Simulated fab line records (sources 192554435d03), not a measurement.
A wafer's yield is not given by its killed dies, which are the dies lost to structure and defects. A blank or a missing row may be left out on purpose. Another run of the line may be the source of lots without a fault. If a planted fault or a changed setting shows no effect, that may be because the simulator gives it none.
fab line records :: flow n5_finfet
record
  lots=5
  wafers=15
  last_day=18
route steps=1938 shown SDB@362 BEOL_M4@1111 PASSIVATION@1936
lots untouched by any fault: they come from a run of this same line in which no faults occurred
start_h: start of the lot's first displayed wafer, in hours after the record's first day :: wait_h: hours elapsed since this lot's preceding step :: " identical to the entry in the row above :: L1.1+2: several wafers, shown together as one row :: - no value, or no start given :: * or withheld: withheld :: < > ~ a bound
route shown NAME@n: NAME is a module with steps in the file, n the number in the route of the first one :: usual: mean/standard deviation of fault-free wafers :: same: alike in all rows :: chamber/n: place in a boat :: sites: the reading at each site :: _std_site: the values' standard deviation :: _edge_site: mean of outer sites minus mean of inner sites :: radius_mm: how far each site lies from the wafer's centre :: mask NAME#n: copy n :: behind: the most recent tool/chamber to have shaped the wafer :: hold: reason for holding the lot/hours on hold/outcome of the hold :: device: whichever transistor did not switch (one of n, p or np) :: end of line: tests run on the same wafers once the route is complete :: step lacking rows: just its recipe :: killed: count of dies lost to structure and defects at first sort (not the wafer's yield) :: map: shows each die of a wafer: x if killed, . if not, _ if none is there
set.NAME: the run value of the setting; set.NAME@STEP: its run value at that earlier step :: model.NAME: the simulator's own value behind a step, which no gauge read
a table for each step, a row for each wafer; lots at some steps of the route
services: when a tool's chamber went out of use (start_h, in hours from the record's first day, below 0 if earlier), for how many hours, and the reason
## steps
# step N5_SDB_STRIP_19
# recipe
  chemistry=N2/H2
  temp_c=40
  n2_flow_sccm=200
  h2_flow_sccm=200
  rf_frequency_hz=6e+07
# step N5_SDB_STRIP_21
# recipe
  chemistry=CF4
  resist=SiARC
  power_w=300
  bias_power_w=75
  pressure_mtorr=50
  cf4_flow_sccm=150
  rf_frequency_hz=6e+07
# step N5_SDB_HM_OPEN_20
# recipe
  chemistry=CH3F/O2
  target=SiNx
  mask_material=SOC
  target_depth_a=240
  stop_on=poly-Si
  over_etch_frac=0.4
  ion_energy_ev=120
  pressure_mtorr=30
  source_w=395
  bias_w=73
  Ar_flow_sccm=150
  CH3F_flow_sccm=30
  O2_flow_sccm=20
# step N5_SDB_STRIP_22
# recipe
  chemistry=N2/H2
  power_w=1000
  temp_c=250
  h2_frac=0.65
  overash_fraction=0.3
  pressure_mtorr=withheld
  n2_flow_sccm=1750
  h2_flow_sccm=3250
# step N5_SDB_PRECLEAN_23
# recipe
  chemistry=dHF
  time_s=30
  temp_c=25
  dilution=withheld
# step N5_SDB_DUMMY_REMOVE_24
# recipe
  chemistry=TMAH
  temp_c=70
  target=poly-Si
  stop_on=SiO2
  target_depth_nm=142
  conc_wt_pct=5
  time_s=57
  dry=ipa_marangoni
  rinse_time_s=30
  rinse_temp_c=23
# step N5_SDB_ETCH_25
# recipe
  chemistry=C4F6/O2
  target=SiO2
  target_depth_a=100
  time_s=3.3
  ion_energy_ev=250
  mask_material=SiNx
  pressure_mtorr=30
  source_w=345
  bias_w=185
  Ar_flow_sccm=300
  C4F6_flow_sccm=10
  O2_flow_sccm=10
# step N5_SDB_CUT_ETCH_26
# recipe
  chemistry=HBr/Cl2/O2
  target=Si
  target_depth_a=1296
  bt_time_s=20
  mask_material=SiNx
  time_s=51.8
  ion_energy_ev=*
  bias_w=*
  pressure_mtorr=10
  icp_w=800
  HBr_flow_sccm=150
  Cl2_flow_sccm=80
  O2_flow_sccm=12
# step N5_SDB_PRECLEAN_38
# recipe
  chemistry=dHF
  time_s=10
  dilution=750:1
  temp_c=25
# step N5_SDB_PRECLEAN_39
# recipe
  chemistry=O3/DIW
  time_s=45
  temp_c=22
  o3_ppm=10
# step N5_SDB_SRD_28
# recipe
  dry=ipa_marangoni
  time_s=30
  temp_c=23
  rinse_liquid=diw
# step N5_SDB_ALD_29
# recipe
  material=SiNx
  target_thk_a=300
  temp_c=400
  ald_precursor_family=SiH2I2
  ald_co_reactant=N2/H2-plasma
  pulse_time_s=1
  ald_cycles=600
  purge_time_s=2
  co_reactant_purge_time_s=2
  pressure_torr=2
# step N5_SDB_CMP_30
# recipe
  stop_on=poly-Si
  t_overpolish_s=1.54
  post_cmp_clean=alkaline_brush
  down_force_psi=4.1491
  platen_rpm=51.796
  pad_velocity_m_s=1.0306
  target_thk_nm=30
# usual
  edge_zone_pressure_frac=0.998/0.0047
  head_pressure_psi=4.149/0.0087
  motor_current_A=12.2/0.93
  overpolish_run_s=1.540/0.0097
  time_to_endpoint_s=17.3/2.4
lot.wafer: L472.3
tool: cmp-04
chamber: 3
start_h: 110.45
wait_h: 1.4
edge_zone_pressure_frac: 0.998
head_pressure_psi: 4.150
motor_current_A: 11.3
overpolish_run_s: 1.549
time_to_endpoint_s: 18.4
model.SiNx_of_SDB_HM_DEP_00.thk_nm: 0
model.a-Si_of_DUMMY_GATE_CVD_03.thk_nm: 65

lot.wafer: L472.1
tool: cmp-04
chamber: 1
start_h: 110.45
wait_h: 1.4
edge_zone_pressure_frac: 1.001
head_pressure_psi: 4.149
motor_current_A: 13.0
overpolish_run_s: 1.551
time_to_endpoint_s: 13.5
model.SiNx_of_SDB_HM_DEP_00.thk_nm: 0
model.a-Si_of_DUMMY_GATE_CVD_03.thk_nm: 63.8

lot.wafer: L472.5
tool: cmp-04
chamber: 0
start_h: 110.45
wait_h: 1.4
edge_zone_pressure_frac: 0.995
head_pressure_psi: 4.145
motor_current_A: 13.0
overpolish_run_s: 1.546
time_to_endpoint_s: 18.8
model.SiNx_of_SDB_HM_DEP_00.thk_nm: 0
model.a-Si_of_DUMMY_GATE_CVD_03.thk_nm: 65.8

lot.wafer: L479.3
tool: cmp-04
chamber: 3
start_h: 150.97
wait_h: 1.4
edge_zone_pressure_frac: -
head_pressure_psi: -
motor_current_A: -
overpolish_run_s: -
time_to_endpoint_s: -
model.SiNx_of_SDB_HM_DEP_00.thk_nm: 21.4
model.a-Si_of_DUMMY_GATE_CVD_03.thk_nm: 70.4

lot.wafer: L479.4
tool: cmp-04
chamber: 1
start_h: 150.97
wait_h: 1.4
edge_zone_pressure_frac: -
head_pressure_psi: -
motor_current_A: -
overpolish_run_s: -
time_to_endpoint_s: -
model.SiNx_of_SDB_HM_DEP_00.thk_nm: 23
model.a-Si_of_DUMMY_GATE_CVD_03.thk_nm: 68.4

lot.wafer: L479.6
tool: cmp-04
chamber: 3
start_h: 150.97
wait_h: 1.4
edge_zone_pressure_frac: -
head_pressure_psi: -
motor_current_A: -
overpolish_run_s: -
time_to_endpoint_s: -
model.SiNx_of_SDB_HM_DEP_00.thk_nm: 23.2
model.a-Si_of_DUMMY_GATE_CVD_03.thk_nm: 69.4

lot.wafer: L480.3
tool: cmp-04
chamber: 3
start_h: 158.37
wait_h: 1.4
edge_zone_pressure_frac: -
head_pressure_psi: -
motor_current_A: -
overpolish_run_s: -
time_to_endpoint_s: -
model.SiNx_of_SDB_HM_DEP_00.thk_nm: 22.4
model.a-Si_of_DUMMY_GATE_CVD_03.thk_nm: 70

lot.wafer: L480.5
tool: cmp-04
chamber: 3
start_h: 158.37
wait_h: 1.4
edge_zone_pressure_frac: -
head_pressure_psi: -
motor_current_A: -
overpolish_run_s: -
time_to_endpoint_s: -
model.SiNx_of_SDB_HM_DEP_00.thk_nm: 22.8
model.a-Si_of_DUMMY_GATE_CVD_03.thk_nm: 70.4

lot.wafer: L480.6
tool: cmp-04
chamber: 0
start_h: 158.37
wait_h: 1.4
edge_zone_pressure_frac: -
head_pressure_psi: -
motor_current_A: -
overpolish_run_s: -
time_to_endpoint_s: -
model.SiNx_of_SDB_HM_DEP_00.thk_nm: 22.6
model.a-Si_of_DUMMY_GATE_CVD_03.thk_nm: 69.4

lot.wafer: L481.3
tool: cmp-04
chamber: 2
start_h: 163.96
wait_h: 1.4
edge_zone_pressure_frac: -
head_pressure_psi: -
motor_current_A: -
overpolish_run_s: -
time_to_endpoint_s: -
model.SiNx_of_SDB_HM_DEP_00.thk_nm: 21.6
model.a-Si_of_DUMMY_GATE_CVD_03.thk_nm: 68.6

lot.wafer: L481.2
tool: cmp-04
chamber: 0
start_h: 163.96
wait_h: 1.4
edge_zone_pressure_frac: -
head_pressure_psi: -
motor_current_A: -
overpolish_run_s: -
time_to_endpoint_s: -
model.SiNx_of_SDB_HM_DEP_00.thk_nm: 21.6
model.a-Si_of_DUMMY_GATE_CVD_03.thk_nm: 68.8

lot.wafer: L481.5
tool: cmp-04
chamber: 2
start_h: 163.96
wait_h: 1.4
edge_zone_pressure_frac: -
head_pressure_psi: -
motor_current_A: -
overpolish_run_s: -
time_to_endpoint_s: -
model.SiNx_of_SDB_HM_DEP_00.thk_nm: 22.2
model.a-Si_of_DUMMY_GATE_CVD_03.thk_nm: 66.8

lot.wafer: L482.3
tool: cmp-01
chamber: 1
start_h: 170.24
wait_h: 1.5
edge_zone_pressure_frac: 1.005
head_pressure_psi: 4.173
motor_current_A: 12.6
overpolish_run_s: 1.539
time_to_endpoint_s: 16.9
model.SiNx_of_SDB_HM_DEP_00.thk_nm: 0
model.a-Si_of_DUMMY_GATE_CVD_03.thk_nm: 64.4

lot.wafer: L482.5
tool: cmp-01
chamber: 3
start_h: 170.24
wait_h: 1.5
edge_zone_pressure_frac: 0.995
head_pressure_psi: 4.153
motor_current_A: 10.5
overpolish_run_s: 1.538
time_to_endpoint_s: 15.0
model.SiNx_of_SDB_HM_DEP_00.thk_nm: 0
model.a-Si_of_DUMMY_GATE_CVD_03.thk_nm: 65.2

lot.wafer: L482.6
tool: cmp-01
chamber: 0
start_h: 170.24
wait_h: 1.5
edge_zone_pressure_frac: 1.006
head_pressure_psi: 4.163
motor_current_A: 12.7
overpolish_run_s: 1.549
time_to_endpoint_s: 13.9
model.SiNx_of_SDB_HM_DEP_00.thk_nm: 0
model.a-Si_of_DUMMY_GATE_CVD_03.thk_nm: 63.4
# step N5_SDB_THK_MEAS_31
# recipe
  reads=a-Si_of_DUMMY_GATE_CVD_03
# usual
  SDB_THK=64.3/1.2
lot.wafer: L472.1
tool: film_metro-01
chamber: -
start_h: 110.75
wait_h: -
SDB_THK[nm]: 63.8

lot.wafer: L472.3
tool: film_metro-01
chamber: -
start_h: 110.75
wait_h: -
SDB_THK[nm]: 65.1

lot.wafer: L472.5
tool: film_metro-01
chamber: -
start_h: 110.75
wait_h: -
SDB_THK[nm]: 65.9

lot.wafer: L479.3
tool: film_metro-02
chamber: -
start_h: 151.22
wait_h: 0.2
SDB_THK[nm]: 70.4

lot.wafer: L479.4
tool: film_metro-02
chamber: -
start_h: 151.22
wait_h: 0.2
SDB_THK[nm]: 68.4

lot.wafer: L479.6
tool: film_metro-02
chamber: -
start_h: 151.22
wait_h: 0.2
SDB_THK[nm]: 69.3

lot.wafer: L480.3
tool: film_metro-01
chamber: -
start_h: 158.66
wait_h: 0.3
SDB_THK[nm]: 69.9

lot.wafer: L480.5
tool: film_metro-01
chamber: -
start_h: 158.66
wait_h: 0.3
SDB_THK[nm]: 70.3

lot.wafer: L480.6
tool: film_metro-01
chamber: -
start_h: 158.66
wait_h: 0.3
SDB_THK[nm]: 69.5

lot.wafer: L481.2
tool: film_metro-01
chamber: -
start_h: 164.21
wait_h: 0.1
SDB_THK[nm]: 68.7

lot.wafer: L481.3
tool: film_metro-01
chamber: -
start_h: 164.21
wait_h: 0.1
SDB_THK[nm]: 68.7

lot.wafer: L481.5
tool: film_metro-01
chamber: -
start_h: 164.21
wait_h: 0.1
SDB_THK[nm]: 66.9

lot.wafer: L482.3
tool: film_metro-01
chamber: -
start_h: 170.46
wait_h: -
SDB_THK[nm]: 64.3

lot.wafer: L482.5
tool: film_metro-01
chamber: -
start_h: 170.46
wait_h: -
SDB_THK[nm]: 65.1

lot.wafer: L482.6
tool: film_metro-01
chamber: -
start_h: 170.46
wait_h: -
SDB_THK[nm]: 63.3
# step N5_BEOL_M4_RC_MEAS_101
# usual
  DIBL_N=36.1/1.6
  DIBL_P=35.8/2
  IOFF_N=0.157/0.029
  IOFF_P=0.21/0.034
  ION_N=677/13
  ION_P=465/8.1
  SS_N=71.3/0.61
  SS_P=73.2/0.65
  VT_N=249/3.3
  VT_P=-250/3.2
lot.wafer: L472.1
tool: prober-01
chamber: 0
start_h: 243.02
wait_h: 0.0
DIBL_N[mV/V]: 38.9
DIBL_P[mV/V]: 39.3
IOFF_N[nA/um]: 0.208
IOFF_P[nA/um]: 0.29
ION_N[uA/um]: 685
ION_P[uA/um]: 479
SS_N[mV/dec]: 71.3
SS_P[mV/dec]: 74.1
VT_N[mV]: 244
VT_P[mV]: -246

lot.wafer: L472.3
tool: prober-01
chamber: 0
start_h: 243.02
wait_h: 0.0
DIBL_N[mV/V]: 38.8
DIBL_P[mV/V]: 38.3
IOFF_N[nA/um]: 0.199
IOFF_P[nA/um]: 0.26
ION_N[uA/um]: 677
ION_P[uA/um]: 465
SS_N[mV/dec]: 71.9
SS_P[mV/dec]: 74.2
VT_N[mV]: 245
VT_P[mV]: -247

lot.wafer: L472.5
tool: prober-01
chamber: 0
start_h: 243.02
wait_h: 0.0
DIBL_N[mV/V]: 38.1
DIBL_P[mV/V]: 38.6
IOFF_N[nA/um]: 0.187
IOFF_P[nA/um]: 0.26
ION_N[uA/um]: 679
ION_P[uA/um]: 471
SS_N[mV/dec]: 72.1
SS_P[mV/dec]: 73.3
VT_N[mV]: 246
VT_P[mV]: -246

lot.wafer: L482.3
tool: prober-01
chamber: 0
start_h: 307.99
wait_h: 0.4
DIBL_N[mV/V]: 35.8
DIBL_P[mV/V]: 36.8
IOFF_N[nA/um]: 0.152
IOFF_P[nA/um]: 0.23
ION_N[uA/um]: 688
ION_P[uA/um]: 473
SS_N[mV/dec]: 71.1
SS_P[mV/dec]: 74.0
VT_N[mV]: 247
VT_P[mV]: -249

lot.wafer: L482.5
tool: prober-01
chamber: 0
start_h: 307.99
wait_h: 0.4
DIBL_N[mV/V]: 38.5
DIBL_P[mV/V]: 39.3
IOFF_N[nA/um]: 0.196
IOFF_P[nA/um]: 0.27
ION_N[uA/um]: 679
ION_P[uA/um]: 466
SS_N[mV/dec]: 71.6
SS_P[mV/dec]: 74.1
VT_N[mV]: 247
VT_P[mV]: -244

lot.wafer: L482.6
tool: prober-01
chamber: 0
start_h: 307.99
wait_h: 0.4
DIBL_N[mV/V]: 34.5
DIBL_P[mV/V]: 34.6
IOFF_N[nA/um]: 0.130
IOFF_P[nA/um]: 0.19
ION_N[uA/um]: 680
ION_P[uA/um]: 472
SS_N[mV/dec]: 70.4
SS_P[mV/dec]: 73.2
VT_N[mV]: 250
VT_P[mV]: -250
# step N5_PASSIVATION_PROBE_49
# usual
  killed_at_M0_to_M3=33/11
  killed_at_M4_up=14/5
  killed_at_contacts=11/7.3
  killed_at_front_end=43/12
  killed_at_other=4/3.1
  killed_dies=106/17
  killed_on_rim=14/3.8
  killed_open=69/13
  killed_short=34/8.7
# same
  gross_dies=1180
  killed_at_back_side=0
lot.wafer: L480.3
tool: prober-01
chamber: -
start_h: 389.94
wait_h: 0.1
killed_at_M0_to_M3: 18
killed_at_M4_up: 10
killed_at_contacts: 13
killed_at_front_end: 1134
killed_at_other: 5
killed_dies: 1180
killed_on_rim: 152
killed_open: 69
killed_short: 33

lot.wafer: L480.5
tool: prober-01
chamber: -
start_h: 390.04
wait_h: 0.2
killed_at_M0_to_M3: 20
killed_at_M4_up: 16
killed_at_contacts: 10
killed_at_front_end: 1125
killed_at_other: 9
killed_dies: 1180
killed_on_rim: 152
killed_open: 72
killed_short: 40

lot.wafer: L480.6
tool: prober-01
chamber: -
start_h: 390.09
wait_h: 0.3
killed_at_M0_to_M3: 29
killed_at_M4_up: 13
killed_at_contacts: 6
killed_at_front_end: 1130
killed_at_other: 2
killed_dies: 1180
killed_on_rim: 152
killed_open: 59
killed_short: 34

lot.wafer: L481.2
tool: prober-01
chamber: -
start_h: 403.94
wait_h: 0.1
killed_at_M0_to_M3: 32
killed_at_M4_up: 9
killed_at_contacts: 10
killed_at_front_end: 1128
killed_at_other: 1
killed_dies: 1180
killed_on_rim: 152
killed_open: 60
killed_short: 29

lot.wafer: L481.3
tool: prober-01
chamber: -
start_h: 403.99
wait_h: 0.1
killed_at_M0_to_M3: 27
killed_at_M4_up: 9
killed_at_contacts: 14
killed_at_front_end: 1125
killed_at_other: 5
killed_dies: 1180
killed_on_rim: 152
killed_open: 52
killed_short: 22

lot.wafer: L481.5
tool: prober-01
chamber: -
start_h: 404.09
wait_h: 0.2
killed_at_M0_to_M3: 20
killed_at_M4_up: 14
killed_at_contacts: 1
killed_at_front_end: 1140
killed_at_other: 5
killed_dies: 1180
killed_on_rim: 152
killed_open: 47
killed_short: 25

lot.wafer: L479.3
tool: prober-02
chamber: -
start_h: 407.23
wait_h: 0.1
killed_at_M0_to_M3: 30
killed_at_M4_up: 17
killed_at_contacts: 13
killed_at_front_end: 1114
killed_at_other: 6
killed_dies: 1180
killed_on_rim: 152
killed_open: 80
killed_short: 28

lot.wafer: L479.4
tool: prober-02
chamber: -
start_h: 407.28
wait_h: 0.2
killed_at_M0_to_M3: 30
killed_at_M4_up: 25
killed_at_contacts: 31
killed_at_front_end: 1090
killed_at_other: 4
killed_dies: 1180
killed_on_rim: 152
killed_open: 99
killed_short: 36

lot.wafer: L479.6
tool: prober-02
chamber: -
start_h: 407.38
wait_h: 0.3
killed_at_M0_to_M3: 28
killed_at_M4_up: 11
killed_at_contacts: 41
killed_at_front_end: 1099
killed_at_other: 1
killed_dies: 1180
killed_on_rim: 152
killed_open: 94
killed_short: 45
# killed by level:class
L480.3 SDB:area_cmp=1076 STI_FIN_REVEAL:geometric_particle:open=18 MOL_CONTACT_COAG:geometric_particle:open=13 FIN_SAQP:geometric_particle:short=13 FIN_SAQP:geometric_particle:open=10 DUMMY_GATE:geometric_particle:open=5 BEOL_M0_SAQP:geometric_particle:short=4 BEOL_M3:geometric_particle:open=4
L480.5 SDB:area_cmp=1067 STI_FIN_REVEAL:geometric_particle:open=15 GATE_CUT:geometric_particle:short=11 FIN_SAQP:geometric_particle:open=10 FIN_SAQP:geometric_particle:short=7 MOL_CONTACT_COAG:geometric_particle:open=7 BEOL_M3:geometric_particle:open=6 BEOL_M4:geometric_particle:open=6
L480.6 SDB:area_cmp=1086 STI_FIN_REVEAL:geometric_particle:open=13 FIN_SAQP:geometric_particle:open=12 FIN_SAQP:geometric_particle:short=9 BEOL_M2:geometric_particle:short=7 BEOL_M4:geometric_particle:open=6 BEOL_M0:geometric_particle:open=5 BEOL_M2:geometric_particle:open=5
L481.2 SDB:area_cmp=1088 STI_FIN_REVEAL:geometric_particle:open=11 MOL_CONTACT_COAG:geometric_particle:open=9 BEOL_M0_SAQP:geometric_particle:open=9 BEOL_M0_SAQP:geometric_particle:short=6 BEOL_M2:geometric_particle:open=5 STARTING-WAFER:geometric_particle:short=5 STI_FIN_REVEAL:geometric_particle:short=4
L481.3 SDB:area_cmp=1101 MOL_CONTACT_COAG:geometric_particle:open=8 BEOL_M1:geometric_particle:open=8 BEOL_M3:geometric_particle:open=7 MOL_CONTACT_COAG:geometric_particle:short=4 BEOL_M0_SAQP:geometric_particle:open=4 BEOL_M2:geometric_particle:open=4 STI_FIN_REVEAL:geometric_particle:open=3
L481.5 SDB:area_cmp=1107 STI_FIN_REVEAL:geometric_particle:open=7 BEOL_M0_SAQP:geometric_particle:open=7 DUMMY_GATE:geometric_particle:open=6 BEOL_M4:geometric_particle:open=5 GATE_CUT:geometric_particle:short=4 BEOL_M3:geometric_particle:short=4 BEOL_M5:geometric_particle:open=4
L479.3 SDB:area_cmp=1072 FIN_SAQP:geometric_particle:open=15 BEOL_M0_SAQP:geometric_particle:short=12 BEOL_M4:geometric_particle:open=11 STI_FIN_REVEAL:geometric_particle:open=10 MOL_CONTACT_COAG:geometric_particle:open=10 BEOL_M1:geometric_particle:open=6 BEOL_M2:geometric_particle:open=5
L479.4 SDB:area_cmp=1045 MOL_CONTACT_COAG:geometric_particle:open=25 BEOL_M4:geometric_particle:open=17 STI_FIN_REVEAL:geometric_particle:open=15 BEOL_M0_SAQP:geometric_particle:open=12 FIN_SAQP:geometric_particle:short=6 MOL_CONTACT_COAG:geometric_particle:short=6 FIN_SAQP:geometric_particle:open=5
L479.6 SDB:area_cmp=1041 MOL_CONTACT_COAG:geometric_particle:open=33 STI_FIN_REVEAL:geometric_particle:open=18 FIN_SAQP:geometric_particle:short=12 BEOL_M0_SAQP:geometric_particle:short=9 FIN_SAQP:geometric_particle:open=8 MOL_CONTACT_COAG:geometric_particle:short=8 BEOL_M0_SAQP:geometric_particle:open=7
# map L479.3 (x killed, . not)
_________________xxxxxxxxxxxx________________
______________xxxxxxxxxxxxxxxxxx_____________
___________xxxxxxxxxxxxxxxxxxxxxxxx__________
__________xxxxxxxxxxxxxxxxxxxxxxxxxx_________
________xxxxxxxxxxxxxxxxxxxxxxxxxxxxxx_______
_______xxxxxxxxxxxxxxxxxxxxxxxxxxxxxxxx______
______xxxxxxxxxxxxxxxxxxxxxxxxxxxxxxxxxx_____
_____xxxxxxxxxxxxxxxxxxxxxxxxxxxxxxxxxxxx____
____xxxxxxxxxxxxxxxxxxxxxxxxxxxxxxxxxxxxxx___
___xxxxxxxxxxxxxxxxxxxxxxxxxxxxxxxxxxxxxxxx__
___xxxxxxxxxxxxxxxxxxxxxxxxxxxxxxxxxxxxxxxx__
__xxxxxxxxxxxxxxxxxxxxxxxxxxxxxxxxxxxxxxxxxx_
__xxxxxxxxxxxxxxxxxxxxxxxxxxxxxxxxxxxxxxxxxx_
_xxxxxxxxxxxxxxxxxxxxxxxxxxxxxxxxxxxxxxxxxxxx
_xxxxxxxxxxxxxxxxxxxxxxxxxxxxxxxxxxxxxxxxxxxx
_xxxxxxxxxxxxxxxxxxxxxxxxxxxxxxxxxxxxxxxxxxxx
_xxxxxxxxxxxxxxxxxxxxxxxxxxxxxxxxxxxxxxxxxxxx
_xxxxxxxxxxxxxxxxxxxxxxxxxxxxxxxxxxxxxxxxxxxx
_xxxxxxxxxxxxxxxxxxxxxxxxxxxxxxxxxxxxxxxxxxxx
_xxxxxxxxxxxxxxxxxxxxxxxxxxxxxxxxxxxxxxxxxxxx
_xxxxxxxxxxxxxxxxxxxxxxxxxxxxxxxxxxxxxxxxxxxx
__xxxxxxxxxxxxxxxxxxxxxxxxxxxxxxxxxxxxxxxxxx_
__xxxxxxxxxxxxxxxxxxxxxxxxxxxxxxxxxxxxxxxxxx_
___xxxxxxxxxxxxxxxxxxxxxxxxxxxxxxxxxxxxxxxx__
___xxxxxxxxxxxxxxxxxxxxxxxxxxxxxxxxxxxxxxxx__
____xxxxxxxxxxxxxxxxxxxxxxxxxxxxxxxxxxxxxx___
_____xxxxxxxxxxxxxxxxxxxxxxxxxxxxxxxxxxxx____
______xxxxxxxxxxxxxxxxxxxxxxxxxxxxxxxxxx_____
_______xxxxxxxxxxxxxxxxxxxxxxxxxxxxxxxx______
________xxxxxxxxxxxxxxxxxxxxxxxxxxxxxx_______
__________xxxxxxxxxxxxxxxxxxxxxxxxxx_________
___________xxxxxxxxxxxxxxxxxxxxxxxx__________
______________xxxxxxxxxxxxxxxxxx_____________
_________________xxxxxxxxxxxx________________
# map L480.3 (x killed, . not)
_________________xxxxxxxxxxxx________________
______________xxxxxxxxxxxxxxxxxx_____________
___________xxxxxxxxxxxxxxxxxxxxxxxx__________
__________xxxxxxxxxxxxxxxxxxxxxxxxxx_________
________xxxxxxxxxxxxxxxxxxxxxxxxxxxxxx_______
_______xxxxxxxxxxxxxxxxxxxxxxxxxxxxxxxx______
______xxxxxxxxxxxxxxxxxxxxxxxxxxxxxxxxxx_____
_____xxxxxxxxxxxxxxxxxxxxxxxxxxxxxxxxxxxx____
____xxxxxxxxxxxxxxxxxxxxxxxxxxxxxxxxxxxxxx___
___xxxxxxxxxxxxxxxxxxxxxxxxxxxxxxxxxxxxxxxx__
___xxxxxxxxxxxxxxxxxxxxxxxxxxxxxxxxxxxxxxxx__
__xxxxxxxxxxxxxxxxxxxxxxxxxxxxxxxxxxxxxxxxxx_
__xxxxxxxxxxxxxxxxxxxxxxxxxxxxxxxxxxxxxxxxxx_
_xxxxxxxxxxxxxxxxxxxxxxxxxxxxxxxxxxxxxxxxxxxx
_xxxxxxxxxxxxxxxxxxxxxxxxxxxxxxxxxxxxxxxxxxxx
_xxxxxxxxxxxxxxxxxxxxxxxxxxxxxxxxxxxxxxxxxxxx
_xxxxxxxxxxxxxxxxxxxxxxxxxxxxxxxxxxxxxxxxxxxx
_xxxxxxxxxxxxxxxxxxxxxxxxxxxxxxxxxxxxxxxxxxxx
_xxxxxxxxxxxxxxxxxxxxxxxxxxxxxxxxxxxxxxxxxxxx
_xxxxxxxxxxxxxxxxxxxxxxxxxxxxxxxxxxxxxxxxxxxx
_xxxxxxxxxxxxxxxxxxxxxxxxxxxxxxxxxxxxxxxxxxxx
__xxxxxxxxxxxxxxxxxxxxxxxxxxxxxxxxxxxxxxxxxx_
__xxxxxxxxxxxxxxxxxxxxxxxxxxxxxxxxxxxxxxxxxx_
___xxxxxxxxxxxxxxxxxxxxxxxxxxxxxxxxxxxxxxxx__
___xxxxxxxxxxxxxxxxxxxxxxxxxxxxxxxxxxxxxxxx__
____xxxxxxxxxxxxxxxxxxxxxxxxxxxxxxxxxxxxxx___
_____xxxxxxxxxxxxxxxxxxxxxxxxxxxxxxxxxxxx____
______xxxxxxxxxxxxxxxxxxxxxxxxxxxxxxxxxx_____
_______xxxxxxxxxxxxxxxxxxxxxxxxxxxxxxxx______
________xxxxxxxxxxxxxxxxxxxxxxxxxxxxxx_______
__________xxxxxxxxxxxxxxxxxxxxxxxxxx_________
___________xxxxxxxxxxxxxxxxxxxxxxxx__________
______________xxxxxxxxxxxxxxxxxx_____________
_________________xxxxxxxxxxxx________________
## services
tool: cmp-01
chamber: -
start_h: 122.23
hours: 2.0
kind: repair

tool: cmp-01
chamber: -
start_h: 149.83
hours: 0.3
kind: repair
## key
first_sign
  step=N5_SDB_CMP_30
  reading=tool_record
  direction=missing
effect
  step=N5_SDB_THK_MEAS_31
  reading=SDB_THK
  direction=up
  sigmas=4
  usual=64.3
  struck=69.1
effect
  step=N5_PASSIVATION_PROBE_49
  reading=killed_at_front_end
  direction=up
  sigmas=92
  usual=43
  struck=1121
model_effect
  step=N5_SDB_CMP_30
  value=SiNx_of_SDB_HM_DEP_00.thk_nm
  without=0
  struck=22.31
more_kills_born_at
  N5_SDB_CMP_30@cmp-04=9683
met_at N5_SDB_CMP_30
struck_wafers L479.3,L479.4,L479.6,L480.3,L480.5,L480.6,L481.2,L481.3,L481.5
later_rows_left_out L479.3,L479.4,L479.6,L480.3,L480.5,L480.6,L481.2,L481.3,L481.5
tester_left_out L479,L480,L481
onset_between 110.45 150.97
fault
  kind=skipped_step_whole
  tool=cmp-04
  chamber=-
  onset_h=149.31
  steps=N5_SDB_CMP_30
  scope=struck_lots_only
# tester_left_out: of these lots the tester's yield and bins aren't shown, on N5 and GAA mostly nor the transistor test; their killed dies are dies lost to structure and defects alone, not to doping, threshold or leakage, so they don't give the yield
# later_rows_left_out: the simulator's readings of these wafers behind a module that went badly wrong aren't trusted and aren't shown, but for the sort
